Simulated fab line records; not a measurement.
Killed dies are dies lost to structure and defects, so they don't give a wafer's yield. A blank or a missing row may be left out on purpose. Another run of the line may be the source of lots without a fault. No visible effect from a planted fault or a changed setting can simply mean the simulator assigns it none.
fab line records | flow n5-finfet
record: lots: 4 wafers: 12 last-day: 17
route steps=1938 shown BEOL_M1@771 BEOL_M4@1111 PASSIVATION@1936
lots untouched by any fault: they come from a run of this same line in which no faults occurred
start-h: the number of hours between the record's first day and the start of the first shown wafer of the lot | wait-h: how many hours have passed since the lot's step before this one | " identical to the entry in the row above | L1.1+2: a row that stands for several wafers | - value missing, or start not given | * or withheld: withheld | < > ~ a bound
route shown NAME@n: a module of which the file shows steps, and the number in the route of the first | usual: the fault-free wafers' mean and standard deviation | same: alike in all rows | chamber/n: place in a boat | sites: readings site by site | _std_site: the standard deviation of these | _edge_site: the outer-site mean with the inner-site mean subtracted | radius-mm: how far each site lies from the wafer's centre | mask NAME#n: copy n | behind: the most recent tool/chamber to have shaped the wafer | hold: why the lot went on hold/how many hours it stayed there/how the hold came to an end | device: the transistor (n, p or np) that didn't switch | end of line: the route-end tests of the same wafers | for a step that has no rows: nothing shown but its recipe | killed: dies lost to structure and defects at the first sort, not the wafer's yield | map: shows each die of a wafer: x if killed, . if not, _ if none is there
set.NAME: the run value of the setting; set.NAME@STEP: its run value at that earlier step | model.NAME: the simulator's own value behind a step, which no gauge read
certain route steps with their lots: each step a table, each wafer a row
services: when a tool's chamber went out of use (start-h, in hours from the record's first day, below 0 if earlier), for how many hours, and the reason
== steps ==
step: N5_BEOL_M1_STRIP_65
recipe: chemistry: N2/H2 temp-c: 40 n2-flow-sccm: 200 h2-flow-sccm: 200 rf-frequency-hz: 6e+07
step: N5_BEOL_M1_STRIP_75
recipe: chemistry: N2/H2 temp-c: 40 n2-flow-sccm: 200 h2-flow-sccm: 200 rf-frequency-hz: 6e+07
step: N5_BEOL_M1_STRIP_66
recipe: chemistry: CF4 resist: SiARC power-w: 300 bias-power-w: 75 pressure-mtorr: 50 cf4-flow-sccm: 150 rf-frequency-hz: 6e+07
step: N5_BEOL_M1_HM_OPEN_17
recipe: chemistry: Cl2/BCl3 target-depth-a: 200 overetch-a: 60 target: TiN mask-material: SOC ion-energy-ev: 150 pressure-mtorr: 10 icp-w: 1000 bias-w: 126 Cl2_flow_sccm: 53.25 bcl3-flow-sccm: 21.75 Ar_flow_sccm: 25
step: N5_BEOL_M1_STRIP_19
recipe: chemistry: O2 power-w: 400 temp-c: 40 pressure-mtorr: 30 rf-frequency-hz: 6e+07 bias-power-w: 0 overash-fraction: 0.2 o2-flow-sccm: 225
step: N5_BEOL_M1_COAT_67
recipe: resist: SOC temp-c: 250 time-s: 60 spin-rpm: 1500 resist-thk-nm: 60
step: N5_BEOL_M1_COAT_68
recipe: resist: SiARC temp-c: 220 time-s: 60 spin-rpm: 1500 resist-thk-nm: 12
step: N5_BEOL_M1_COAT_76
recipe: resist: underlayer temp-c: 205 time-s: 60 spin-rpm: 1500 resist-thk-nm: 5
step: N5_BEOL_M1_COAT_22
recipe: resist: CAR-EUV spin-rpm: 1500 resist-thk-nm: 30
step: N5_BEOL_M1_EBR_24
recipe: solvent: PGMEA ebr-width-mm: 1.5
step: N5_BEOL_M1_SOFTBAKE_23
recipe: temp-c: 110 time-s: 60 resist: CAR-EUV
step: N5_BEOL_M1_EXPOSE_25
recipe: mask-id: V0 na: 0.33 source-shape: quasar sigma-inner: 0.2 sigma-outer: 0.8 polarization: unpolarized defocus-nm: 5 target-cd-nm: 24 dose-mj: 63
same: dipole-opening-deg: 30
columns lot.wafer tool chamber start-h wait-h mask
L882.2+3+6 euv-scanner-01 0 145.33 - V0#0
L889.3+4+6 euv-scanner-01 0 185.14 - V0#0
L890.1+2+6 euv-scanner-01 0 199.28 - V0#0
L901.1+4+6 euv-scanner-02 0 253.85 - V0#0
step: N5_BEOL_M1_PEB_26
recipe: peb-temp-c: 100 peb-time-s: 60 resist: CAR-EUV
step: N5_BEOL_M1_DEVELOP_27
recipe: develop-time-s: 30 developer: TMAH resist: CAR-EUV rinse-liquid: surfactant-rinse dry: air-spin dev-temp-c: 23
step: N5_BEOL_M1_CD_MEAS_28
recipe: landing-energy-ev: 500 detector: se-inlens target-cd-y-nm: 23.3
usual: cd-nm: 24.01/0.26
same: landing-energy-ev: 500
columns lot.wafer tool chamber start-h wait-h cd-nm
L882.2 cd-sem-01 0 145.47 - 23.86
L882.3 " 0 " " 23.98
L882.6 " 0 " " 24.05
L889.3 cd-sem-02 0 185.27 - 19.67
L889.4 " 0 " " 23.75
L889.6 " 0 " " 19.54
L890.1 cd-sem-02 0 199.42 - 19.24
L890.2 " 0 " " 24.05
L890.6 " 0 " " 19.42
L901.1 cd-sem-02 0 254.00 - 23.60
L901.4 " 0 " " 23.48
L901.6 " 0 " " 23.63
step: N5_BEOL_M1_DESCUM_33
recipe: chemistry: O2 time-s: 7 source-power-w: 50 bias-power-w: 20 pressure-mtorr: 20 rf-frequency-hz: 2.712e+07 temp-c: 40 resist: CAR-EUV o2-flow-sccm: 225
step: N5_BEOL_M1_ETCH_77
recipe: chemistry: N2/H2 target: underlayer target-depth-a: 65 mask-material: CAR-EUV time-s: 5.2 ion-energy-ev: 200 pressure-mtorr: 30 source-w: 840 bias-w: 150 n2-flow-sccm: 200 h2-flow-sccm: 200 ends: cleared
step: N5_BEOL_M1_ETCH_69
recipe: chemistry: CF4 target: SiARC target-depth-a: 156 mask-material: CAR-EUV time-s: 26 ion-energy-ev: 80 pressure-mtorr: 40 source-w: 545 bias-w: 36 Ar_flow_sccm: 100 cf4-flow-sccm: 100 ends: cleared
step: N5_BEOL_M1_ALD_98
recipe: material: SiO2 target-thk-a: 25 temp-c: 100 ald-precursor-family: BDEAS ald-co-reactant: O2-plasma pulse-time-s: 1 co-reactant-pulse-time-s: 1 purge-time-s: 2 co-reactant-purge-time-s: 2 ald-cycles: 17 pressure-torr: 2
step: N5_BEOL_M1_ETCHBACK_99
recipe: chemistry: CHF3 target: SiO2 target-depth-a: 50 time-s: 10.4 source-w: 215 bias-w: 47 Ar_flow_sccm: 200 CHF3_flow_sccm: 12 ion-energy-ev: 100 pressure-mtorr: 30
step: N5_BEOL_M1_ETCH_70
recipe: chemistry: N2/H2 target: SOC target-depth-a: 800 overetch-a: 160 mask-material: SiARC temp-c: 40 time-s: 120 ion-energy-ev: 200 pressure-mtorr: 30 source-w: 840 bias-w: 150 n2-flow-sccm: 200 h2-flow-sccm: 200
step: N5_BEOL_M1_STRIP_71
recipe: chemistry: N2/H2 temp-c: 40 n2-flow-sccm: 200 h2-flow-sccm: 200 rf-frequency-hz: 6e+07
step: N5_BEOL_M1_STRIP_78
recipe: chemistry: N2/H2 temp-c: 40 n2-flow-sccm: 200 h2-flow-sccm: 200 rf-frequency-hz: 6e+07
step: N5_BEOL_M1_VIA_ETCH_34
recipe: chemistry: C4F6/O2 target-depth-a: 678 mask-material: SOC pressure-mtorr: 15 ion-energy-ev: 250 taper-deg: 4 time-s: 64.4 source-w: 350 bias-w: 170 Ar_flow_sccm: 300 C4F6_flow_sccm: 10 O2_flow_sccm: 10
usual: bias-w: 170.0/0.48 drypump-motor-current-A: 5.8/0.34 oes-product-au: 0.79/0.071 rf-vpp-V: 660/18 showerhead-plenum-p-Torr: 2.80/0.12 throttle-valve-pct: 30.8/0.41
columns lot.wafer tool chamber start-h wait-h bias-w drypump-motor-current-A oes-product-au rf-hours-counter-h rf-vpp-V showerhead-plenum-p-Torr throttle-valve-pct model.BEOL_M1.cd-nm
L882.2 rie-diel-05 0 149.79 0.0 170.1 5.5 0.90 50 663 2.79 30.4 18.4
L882.3 " 1 " " 169.6 5.5 0.73 196 650 2.72 31.6 18
L882.6 " 2 " " 170.0 6.0 0.77 - 651 2.63 30.2 18.2
L889.3 rie-diel-02 2 187.12 0.0 170.3 5.7 0.84 66 672 2.99 30.9 14
L889.4 " 3 " " 169.8 6.2 0.83 78 670 2.78 30.9 18
L889.6 " 0 " " 169.5 5.2 0.74 - 632 2.81 30.6 13.8
L890.1 rie-diel-02 3 204.80 0.0 169.5 6.2 0.83 82 671 2.78 30.9 14.4
L890.2 " 1 " " 169.3 6.0 0.70 205 645 2.68 30.5 18.4
L890.6 " 2 " " 169.9 5.7 0.83 - 673 2.99 30.9 14
L901.1 rie-diel-02 0 254.85 0.0 170.5 5.2 0.73 177 633 2.80 30.6 17.6
L901.4 " 1 " " 170.5 6.0 0.70 - 646 2.67 30.5 17.6
L901.6 " 3 " " 169.8 6.2 0.82 - 669 2.77 30.9 18.4
step: N5_BEOL_M1_STRIP_83
recipe: chemistry: C4F6/O2 resist: SiARC rf-frequency-hz: 6e+07
step: N5_BEOL_M1_STRIP_36
recipe: chemistry: N2/H2 power-w: 450 temp-c: 40 pressure-mtorr: 20 rf-frequency-hz: 6e+07 overash-fraction: 0.3 bias-power-w: 7 h2-frac: 0.5 n2-flow-sccm: 200 h2-flow-sccm: 200
step: N5_BEOL_M1_TRENCH_ETCH_37
recipe: chemistry: C4F6/O2 target-depth-a: 552.07 target: SiOC time-s: 29 ion-energy-ev: 250 pressure-mtorr: 30 source-w: 355 bias-w: 185 Ar_flow_sccm: 300 C4F6_flow_sccm: 10 O2_flow_sccm: 10
step: N5_BEOL_M1_ETCH_41
recipe: chemistry: CH3F/O2 target: SiCN target-depth-a: 319 taper-deg: 2 time-s: 57.8 ion-energy-ev: 120 mask-material: TiN pressure-mtorr: 30 source-w: 395 bias-w: 75 Ar_flow_sccm: 150 CH3F_flow_sccm: 30 O2_flow_sccm: 20
step: N5_BEOL_M1_STRIP_97
recipe: chemistry: N2/H2 time-s: 10 power-w: 450 temp-c: 40 pressure-mtorr: 20 rf-frequency-hz: 6e+07 bias-power-w: 7 n2-flow-sccm: 200 h2-flow-sccm: 200
step: N5_BEOL_M1_HM_STRIP_39
recipe: chemistry: peroxide-tin-strip material: TiN target-depth-a: 250 temp-c: 50 time-s: 158
step: N5_BEOL_M1_SRD_40
recipe: time-s: 30 temp-c: 23 rinse-liquid: diw dry: ipa-marangoni
step: N5_BEOL_M1_PRECLEAN_42
recipe: chemistry: residue-remover time-s: 60 temp-c: 40
step: N5_BEOL_M1_SRD_43
recipe: time-s: 30 temp-c: 23 rinse-liquid: diw dry: ipa-marangoni
step: N5_BEOL_M1_DEGAS_44
recipe: ambient: vacuum temp-c: 250 time-s: 60
step: N5_BEOL_M1_PRE_CLEAN_45
recipe: gas: H2/He time-s: 30 temp-c: 250
step: N5_BEOL_M1_ALD_84
recipe: material: TaN target-thk-a: * temp-c: 275 ald-precursor-family: PDMAT ald-co-reactant: NH3 pressure-torr: 3 carrier-flow-sccm: 1500 pulse-time-s: 2 purge-time-s: 3 co-reactant-purge-time-s: 2 co-reactant-pulse-time-s: 3 ald-cycles: 30 precursor-vessel-temp-c: 75 precursor-vessel-pressure-torr: 26.25 precursor-vessel-carrier-sccm: 1000
step: N5_BEOL_M1_SURFACE_TREAT_85
recipe: gas: Ar time-s: * ion-energy-ev: * ion-current-ma-cm2: 0.5 pressure-mtorr: * ar-flow-sccm: 30
step: N5_BEOL_M4_RC_MEAS_101
usual: DIBL_N: 36.2/2 DIBL_P: 36.1/2.4 IOFF_N: 0.16/0.035 IOFF_P: 0.22/0.041 ION_N: 675/14 ION_P: 465/8.6 SS_N: 71.5/0.64 SS_P: 73.2/0.76 VT_N: 250/3.9 VT_P: -249/3.4
columns lot.wafer tool chamber start-h wait-h DIBL_N[mV/V] DIBL_P[mV/V] IOFF_N[nA/um] IOFF_P[nA/um] ION_N[uA/um] ION_P[uA/um] SS_N[mV/dec] SS_P[mV/dec] VT_N[mV] VT_P[mV]
L882.2 prober-02 0 196.23 0.2 34.4 33.5 0.13 0.19 662 459 71.5 73.2 250 -250
L882.3 " 0 " " 37.3 36.8 0.20 0.25 694 477 71.6 74.1 246 -248
L882.6 " 0 " " 33.8 32.4 0.13 0.18 679 469 70.0 72.2 248 -252
L889.4 prober-02 0 227.45 0.5 35.2 33.3 0.12 0.15 671 460 71.5 73.3 252 -253
L890.2 prober-01 0 245.40 0.2 31.1 30.1 0.09 0.16 640 459 70.2 71.3 258 -252
L901.1 prober-01 0 298.57 0.0 35.0 34.5 0.13 0.20 660 465 70.9 73.2 251 -249
L901.4 " 0 " " 36.9 35.5 0.16 0.20 672 459 71.8 74.1 248 -250
L901.6 " 0 " " 36.2 34.7 0.14 0.18 671 457 71.6 73.4 252 -255
step: N5_PASSIVATION_PROBE_49
usual: defect-limited-yield: 91.1/1.4 killed_at_M0_to_M3: 36/9.9 killed_at_M4_up: 13/5.8 killed-at-contacts: 14/5.9 killed-at-front-end: 39/11 killed-at-other: 3.4/2.9 killed-dies: 105/17 killed-on-rim: 15/3.9 killed-open: 70/13 killed-short: 34/7.3 sort_bin_5_function: 5.3/1 sort_bin_6_memory: 3.3/0.62 sort_bin_8_speed: 0.01/0.057 sort-n-pass: 1075/17 sort-yield-pct: 91.1/1.4
same: gross-dies: 1180 killed-at-back-side: 0 sort_bin_4_leakage[%]: 0
columns lot.wafer tool chamber start-h wait-h defect-limited-yield[%] killed_at_M0_to_M3 killed_at_M4_up killed-at-contacts killed-at-front-end killed-at-other killed-dies killed-on-rim killed-open killed-short sort_bin_5_function[%] sort_bin_6_memory[%] sort_bin_8_speed[%] sort-n-pass sort-yield-pct[%]
L882.2 prober-01 - 297.37 0.1 89.9 33 13 19 51 3 119 19 81 38 5.8 3.7 0 1061 89.9
L882.3 prober-01 - 297.42 0.1 91.2 34 9 12 44 5 104 16 70 34 5.3 3.4 0 1076 91.2
L882.6 prober-01 - 297.57 0.3 91.0 48 5 12 40 1 106 17 70 36 5.6 3.4 0 1074 91.0
L889.3 prober-02 - 333.66 0.5 7.9 1047 6 10 23 1 1087 125 54 30 88.8 3.2 0 93 7.9
L889.4 prober-02 - 333.71 0.5 92.2 33 21 14 23 1 92 11 63 29 4.8 2.6 0 1088 92.2
L889.6 prober-02 - 333.81 0.6 2.5 1115 10 6 20 0 1151 143 55 19 95.2 2.4 0 29 2.5
L890.1 prober-01 - 353.71 0.0 18.2 907 7 11 35 5 965 94 50 26 78.5 3.0 0 215 18.2
L890.6 prober-01 - 353.96 0.3 6.6 1024 16 7 51 4 1102 127 69 37 88.9 3.9 0 78 6.6
L901.1 prober-02 - 404.74 0.0 92.4 28 3 21 35 3 90 15 59 29 5.2 2.4 0 1090 92.4
L901.4 prober-02 - 404.89 0.2 91.7 32 7 11 45 3 98 15 56 42 5.1 2.8 0 1082 91.7
L901.6 prober-02 - 404.99 0.3 90.6 24 24 26 33 4 111 12 79 30 5.9 3.2 0 1069 90.6
killed by level:class
L882.2 MOL_CONTACT_COAG:geometric-particle:open=16 STI_FIN_REVEAL:geometric-particle:open=10 DUMMY_GATE:geometric-particle:open=7 BEOL_M2:geometric-particle:open=7 BEOL_M1:geometric-particle:open=7 FIN_SAQP:geometric-particle:short=6 BEOL_M0_SAQP:geometric-particle:open=5 BEOL_M1:geometric-particle:short=5
L882.3 STI_FIN_REVEAL:geometric-particle:open=10 MOL_CONTACT_COAG:geometric-particle:open=10 FIN_SAQP:geometric-particle:open=9 BEOL_M1:geometric-particle:open=7 BEOL_M2:geometric-particle:open=6 DUMMY_GATE:geometric-particle:open=5 GATE_CUT:geometric-particle:short=4 BEOL_M3:geometric-particle:open=4
L882.6 BEOL_M0_SAQP:geometric-particle:open=12 BEOL_M1:geometric-particle:open=12 BEOL_M0_SAQP:geometric-particle:short=9 FIN_SAQP:geometric-particle:short=8 STI_FIN_REVEAL:geometric-particle:open=8 MOL_CONTACT_COAG:geometric-particle:open=8 BEOL_M3:geometric-particle:open=7 FIN_SAQP:geometric-particle:open=4
L889.3 BEOL_M1:area-expose=1002 BEOL_M0_SAQP:geometric-particle:short=9 MOL_CONTACT_COAG:geometric-particle:open=8 BEOL_M0_SAQP:geometric-particle:open=7 BEOL_M2:geometric-particle:open=7 BEOL_M3:geometric-particle:open=7 BEOL_M0:geometric-particle:open=6 FIN_SAQP:geometric-particle:short=5
L889.4 MOL_CONTACT_COAG:geometric-particle:open=11 BEOL_M4:geometric-particle:open=11 BEOL_M0_SAQP:geometric-particle:open=8 BEOL_M2:geometric-particle:open=6 DUMMY_GATE:geometric-particle:open=5 GATE_CUT:geometric-particle:short=5 BEOL_M0:geometric-particle:open=5 BEOL_M3:geometric-particle:open=5
L889.6 BEOL_M1:area-expose=1076 BEOL_M2:geometric-particle:open=10 BEOL_M3:geometric-particle:open=9 BEOL_M0_SAQP:geometric-particle:short=8 STARTING-WAFER:geometric-particle:open=7 BEOL_M4:geometric-particle:open=7 MOL_CONTACT_COAG:geometric-particle:open=6 DUMMY_GATE:geometric-particle:open=5
L890.1 BEOL_M1:area-expose=888 FIN_SAQP:geometric-particle:open=9 FIN_SAQP:geometric-particle:short=8 MOL_CONTACT_COAG:geometric-particle:open=8 BEOL_M3:geometric-particle:open=5 STI_FIN_REVEAL:geometric-particle:open=4 BEOL_M2:geometric-particle:open=4 BEOL_M4:geometric-particle:open=4
L890.6 BEOL_M1:area-expose=994 STI_FIN_REVEAL:geometric-particle:open=10 BEOL_M3:geometric-particle:open=9 FIN_SAQP:geometric-particle:open=8 FIN_SAQP:geometric-particle:short=7 BEOL_M1:geometric-particle:open=7 BEOL_M4:geometric-particle:open=6 MOL_CONTACT_COAG:geometric-particle:open=5
L901.1 MOL_CONTACT_COAG:geometric-particle:open=19 BEOL_M0_SAQP:geometric-particle:short=11 FIN_SAQP:geometric-particle:short=8 STI_FIN_REVEAL:geometric-particle:open=6 BEOL_M0_SAQP:geometric-particle:open=6 FIN_SAQP:geometric-particle:open=5 DUMMY_GATE:geometric-particle:open=5 GATE_CUT:geometric-particle:short=3
L901.4 FIN_SAQP:geometric-particle:short=14 FIN_SAQP:geometric-particle:open=12 MOL_CONTACT_COAG:geometric-particle:open=8 BEOL_M0_SAQP:geometric-particle:open=8 BEOL_M0_SAQP:geometric-particle:short=6 STI_FIN_REVEAL:geometric-particle:open=5 BEOL_M3:geometric-particle:short=5 BEOL_M3:geometric-particle:open=4
L901.6 MOL_CONTACT_COAG:geometric-particle:open=21 STI_FIN_REVEAL:geometric-particle:open=11 FIN_SAQP:geometric-particle:open=6 BEOL_M5:geometric-particle:open=6 FIN_SAQP:geometric-particle:short=5 MOL_CONTACT_COAG:geometric-particle:short=5 BEOL_M2:geometric-particle:open=5 BEOL_M4:geometric-particle:open=5
map L889.6 (x killed, . not)
_________________xxxxxxxxxxxx________________
______________xxxxxxxxxxxxxxxxxx_____________
___________xxxxxxxxxxxxxxxxxxxxxxxx__________
__________xxxxxxxxxxxxxxxxxxxxxxxxxx_________
________xxxxxxxxxxxxxxxxxxxxxxxxxxxxxx_______
_______xxxxxxxxxxxxxxxxxxxxxxxxxxxxxxxx______
______xxxxxxxxxxxxxxxxxxxxxxxxxxxxxxxxxx_____
_____xxxxxxxxxxxxxxxxxxxxxxxxxxxxxxxxxx.x____
____xxxxxxxxxxxxxxxxxxxxxxxxxxxxxxxxxxxxxx___
___xxxxxxxxxxxxxxxxxxxxxxxxxxxxxxxxxx.xxxxx__
___xxxxxxxxxxxxxxxxxxxxxxxxxxxxxxxxxxxxxx.x__
__xxxxxxxxxxxxxxxxxxxxxxxxxxxxxxxxxxxxxxxxxx_
__xxxxxxxxxxxxxxxxxxxxxxxxxxxxxxxxxxxx.xxxxx_
_xxxxxxxxxxxxxxxxxxxxxxxxxxxxxxxxxxxxxx.x..xx
_xxxxxxxxxxxxxxxxxxxxxxxxxxxxxxxxxxxxxxxxxxxx
_xxxxxxxxxxxxxxxxxxxxxxxxxxxxxxxxxxxxx.xxxxxx
_xxxxxxxxxxxxxxxxxxxxxxxxxxxxxxxxxxxxxxxx.xxx
_xxxxxxxxxxxxxxxxxxxxxxxxxxxxxxxxxxxxxxxxxxx.
_xxxxxxxxxxxxxxxxxxxxxxxxxxxxxxxxxxxxxxx.xxxx
_xxxxxxxxxxxxxxxxxxxxxxxxxxxxxxxxxxxxxxxxx.xx
_xxxxxxxxxxxxxxxxxxxxxxxxxxxxxxxxxxxxxxxxxxx.
__xxxxxxxxxxxxxxxxxxxxxxxxxxxxxxxxxx.xxxxxxx_
__xxxxxxxxxxxxxxxxxxxxxxxxxxxxxxxxxxxxxx.xxx_
___xxxxxxxxxxxxxxxxxxxxxxxxxx.xxxxxxxxxxxxx__
___xxxxxxxxxxxxxxxxxxxxxxxxxxxxxxxxxxxxx.xx__
____xxxxxxxxxxxxxxxxxxxxxxxxxxxxxxxxxx..x.___
_____xxxxxxxxxxxxxxxxxxxxxxxxxxxxxxxx.x.x____
______xxxxxxxxxxxxxxxxxxxxxxxxxxxxxxxxxx_____
_______xxxxxxxxxxxxxxxxxxxxxxxxxxx..xxx______
________xxxxxxxxxxxxxxxxxxxxxxxxxxxxxx_______
__________xxxxxxxxxxxxxxxxxxxxxxxxx._________
___________xxxxxxxxxxxxxxxxxxxxx..x__________
______________xxxxxxx.xxxxxxxxxx_____________
_________________xxxxxxxxxx.x________________
map L890.6 (x killed, . not)
_________________xxxxxxxxxxxx________________
______________x.xxxxxxxxxxxxxxxx_____________
___________xxxxxxxxx.xxxxxxxxxxxxx.__________
__________xxxxxxxxxxxxxxxxxxxxxxxxx._________
________xxxxxxxxxxxxxxxxxxxxxxxxxxxxxx_______
_______xxxxxxxxxxxxxxxxxxxxxxxxxxxxxxxx______
______xxxxxxxxxxxxxxxxxxxxx.xxxxxxxxxx.x_____
_____xxxxxxxxxxxxxxxxxxxxxxxxxxxxxxxxxxx.____
____xxxxxxxxxxxxxxxxxxxxxxxxxxxxxxxxxxxxxx___
___xxxxxxxxxxxxxxxxxxxxxxxxxxxxxxxxxxxx..x.__
___xxxxxxxxxxxxxxxxxxxxxxxxxx.xxxxxxx.xxxxx__
__xxxxxxxxxxxxxxxxxxxxxxxxxxxxxxxxxxxxxxxx.._
__xxxxxxxxxxxxxxxxxxxxxxxxxxxxxxxxxxxxxx.x.x_
_xxxxxxxxxxxxxxxxxxxxxxxxxxxxxxxxxxxxxx..xxxx
_xxxxxxxxxxxxxxxxxxxxxxxxxxxxxxxxxxxxx.xx.x..
_xxxxxxxxxxxxxxxxxxxxxxxxxxxxxxxxxxxxxxxxx.xx
_xxxxxxxxxxxxxxxxxxxxxxxxxxxxxxxxxxxxxxxxxxx.
_xxxxxxxxxxxxxxxxxxxxxxxxxxxxxxxxxxx.xxxxx...
_xxxxxxxxxxxxxxxxxxxxxxxxxxxxxxxxxxx.xxxxx..x
_xxxxxxxxxxxxxxxxxxxxxxxxxxxxxx.xxxxxx.xxx.xx
_xxxxxxxxxxxxxxxxxxxxxxxxxxxxxxxxxxxxxxx...xx
__xxxxxxxxxxxxxxxxxxxxxxxxxxx.xxxxxxxxxxx..x_
__xxxxxxxxxxxxxxxxxxxxxxxxxxxxxx.xxxx.xx.xxx_
___xxxxxxxxxxxxxxxxxxxxxxxxxx.xxxxxxxxxx..x__
___xxxxxxxxxxxxxxxxxxxxxxxxxxxxxxxxxxxxx...__
____xxxxxxxxxxxxxxxxxx.xxxxxxxxxxxxxxx.xx.___
_____xxxxxxxxxxxxxxxxxxxxxx.xxxxxxxx..xx.____
______xxxxxxxxxxxxxxxxx.xxxx.xxx..x.xxx._____
_______xxxxxxxxxxxxxxxxxxxxx.xxxxxx.x.x______
________xxxxxxxxxxxxxxxxxxxxxxxx.xx..._______
__________xxxxxxxxxxxxxxxxxxxxxx.x.x_________
___________xxxxxxxxxxxxxx.x.xx..xxx__________
______________.xxxxxxxxxxxxxx..x_____________
_________________xxxxxxxxxxxx________________
== services ==
columns tool chamber start-h hours kind
rie-diel-05 1 130.42 3.7 repair
euv-scanner-01 - 137.84 4.6 pm
euv-scanner-02 - 176.19 1.0 pm
euv-scanner-02 - 177.20 5.8 pm
rie-diel-02 3 192.97 4.2 repair
euv-scanner-01 - 196.73 1.0 pm
euv-scanner-02 0 216.51 - calibration
euv-scanner-01 0 222.28 - calibration
euv-scanner-02 - 228.99 4.6 pm
rie-diel-02 2 230.43 75.0 repair
euv-scanner-01 - 233.52 0.6 repair
euv-scanner-02 - 234.16 1.0 pm
euv-scanner-01 - 252.84 1.0 pm
== key ==
first-sign: step: N5_BEOL_M1_CD_MEAS_28 reading: cd-nm direction: down sigmas: 18 usual: 24.01 struck: 19.47
effect: step: N5_PASSIVATION_PROBE_49 reading: killed_at_M0_to_M3 direction: up sigmas: 99+ usual: 36 struck: 1023
model-effect: step: N5_BEOL_M1_VIA_ETCH_34 value: BEOL_M1.cd-nm without: 18.55 struck: 14.05
more-kills-born-at: N5_BEOL_M1_EXPOSE_25@euv-scanner-01: 3960
met-at N5_BEOL_M1_EXPOSE_25
struck-wafers L889.3,L889.6,L890.1,L890.6
later-rows-left-out L889.3,L889.6,L890.1,L890.6
onset-between 145.33 185.14
fault: kind: process-parameter-drift tool: euv-scanner-01 chamber: - onset-h: 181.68 steps: N5_BEOL_M1_EXPOSE_25 channel: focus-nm offset: 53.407 shape: step end-h: 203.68 scope: struck-wafers-only
later-rows-left-out: the simulator's readings of these wafers behind a module that went badly wrong aren't trusted and aren't shown, but for the sort
